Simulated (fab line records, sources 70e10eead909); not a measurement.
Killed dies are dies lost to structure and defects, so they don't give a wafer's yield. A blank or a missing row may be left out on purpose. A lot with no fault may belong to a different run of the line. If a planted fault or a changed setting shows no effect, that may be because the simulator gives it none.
Which tool was responsible?    flow nand_harc    Sampling: 11 lots, 33 wafers, 5 of 1302 route steps

## WHAT EACH GAUGE READ, for each wafer
NHARC_A_SOURCE_PLATE_THK_MEAS_06: measures by ellipsometry.
lot   measured      on             thk_nm (nm)
L914  day 8 07:02   film_metro-02  201.9 202.0 203.7
L915  day 8 07:03   film_metro-02  198.3 197.4 199.9
L921  day 10 20:08  film_metro-01  338.1 338.4 341.0
L922  day 10 20:08  film_metro-02  336.9 336.3 337.6
L923  day 11 08:19  film_metro-02  336.6 338.0 337.4
L925  day 12 07:50  film_metro-01  201.0 200.4 202.4
L930  day 14 12:50  film_metro-02  197.5 200.3 197.5
L931  day 14 12:49  film_metro-01  202.4 203.5 201.3
L933  day 15 15:02  film_metro-01  203.5 201.6 201.3
L935  day 15 23:58  film_metro-01  200.9 199.0 200.3
L937  day 17 08:04  film_metro-01  200.0 199.8 197.7

## WHICH TOOL RAN EACH LOT (tool, then ch and the chambers of the sampled wafers, then the start)
lot   NHARC_P_BONDPAD_CMP_19         NHARC_P_BONDPAD_ACTIVATE_29         NHARC_A_SOURCE_PLATE_PVD_04   NHARC_A_SOURCE_PLATE_CVD_03
L914  cmp-02 ch 1,2,3, day 7 06:30   rie_diel-10 ch 0,1,2, day 7 07:05   pvd_sputter-01, day 7 17:12   lpcvd_poly-03 ch 0, day 7 19:38
L915  cmp-03 ch 1,2,3, day 7 07:43   rie_diel-09 ch 0,2,3, day 7 08:19   pvd_sputter-03, day 7 17:12   lpcvd_poly-03 ch 0, day 7 19:38
L921  cmp-01 ch 0,3, day 9 20:43     rie_diel-06 ch 0,2,3, day 9 21:20   pvd_sputter-03, day 10 07:14  lpcvd_poly-03 ch 0, day 10 09:39
L922  cmp-03 ch 0,1,2, day 9 21:16   rie_diel-10 ch 2,3, day 9 21:49     pvd_sputter-01, day 10 07:17  lpcvd_poly-03 ch 0, day 10 09:39
L923  cmp-01 ch 0,1,2, day 10 09:22  rie_diel-10 ch 0,1,3, day 10 10:01  pvd_sputter-03, day 10 19:31  lpcvd_poly-03 ch 0, day 10 21:56
L925  cmp-03 ch 0,1,2, day 11 08:51  rie_diel-09 ch 1,3, day 11 09:24    pvd_sputter-02, day 11 19:22  lpcvd_poly-01 ch 0, day 11 21:50
L930  cmp-03 ch 0,2,3, day 13 12:40  rie_diel-10 ch 0,2,3, day 13 13:17  pvd_sputter-01, day 13 23:46  lpcvd_poly-01 ch 0, day 14 02:16
L931  cmp-01 ch 1,2, day 13 14:52    rie_diel-06 ch 0,1,2, day 13 15:28  pvd_sputter-02, day 13 23:46  lpcvd_poly-01 ch 0, day 14 02:16
L933  cmp-03 ch 0,2,3, day 14 13:59  rie_diel-10 ch 1,2,3, day 14 14:36  pvd_sputter-01, day 15 00:37  lpcvd_poly-03 ch 0, day 15 03:01
L935  cmp-03 ch 1,2, day 15 01:10    rie_diel-10 ch 2,3, day 15 01:46    pvd_sputter-03, day 15 11:35  lpcvd_poly-02 ch 0, day 15 14:04
L937  cmp-03 ch 0,1, day 16 05:08    rie_diel-06 ch 0,1, day 16 05:44    pvd_sputter-03, day 16 17:20  lpcvd_poly-02 ch 0, day 16 19:52
- NHARC_P_BONDPAD_CMP_19: polishes, t overpolish 30 s, cu recess touch 16 s, target thk 160.81 nm.
- NHARC_P_BONDPAD_ACTIVATE_29: chemistry N2, time 60 s.
- NHARC_A_SOURCE_PLATE_PVD_04: deposits WSi2, target thk 50 nm.
- NHARC_A_SOURCE_PLATE_CVD_03: deposits poly-Si, target thk 200 nm, time 4000 s.

## THE ANSWER, worked out from the rows above alone
Rule: usual is defined by the lots themselves. Put in order of their means at a reading, lots are off if they are a third of the lots or fewer, leave a main group of 4 or more, and stand apart from it by a gap of 3 or more times the standard deviation of the main group's means; of several such gaps the widest counts. If all means in a main group match to the digits the tables above print for the reading, that group is not used. Also off: a lot with no number at a reading for which 4 or more lots have one. Any other lot the step has rows for is counted as sound.
Off, at NHARC_A_SOURCE_PLATE_THK_MEAS_06 on thk_nm: L921, L922, L923. Main group: mean 200.6 nm, sd 1.6.
If a tool, at a process step before that reading, ran all the lots that are off and no sound lot after the first of them, it fits. Those tools and the gauges at NHARC_A_SOURCE_PLATE_THK_MEAS_06 are tried in the same way. None of those tried fits.

## WHAT WAS PUT IN BY THE SIMULATOR
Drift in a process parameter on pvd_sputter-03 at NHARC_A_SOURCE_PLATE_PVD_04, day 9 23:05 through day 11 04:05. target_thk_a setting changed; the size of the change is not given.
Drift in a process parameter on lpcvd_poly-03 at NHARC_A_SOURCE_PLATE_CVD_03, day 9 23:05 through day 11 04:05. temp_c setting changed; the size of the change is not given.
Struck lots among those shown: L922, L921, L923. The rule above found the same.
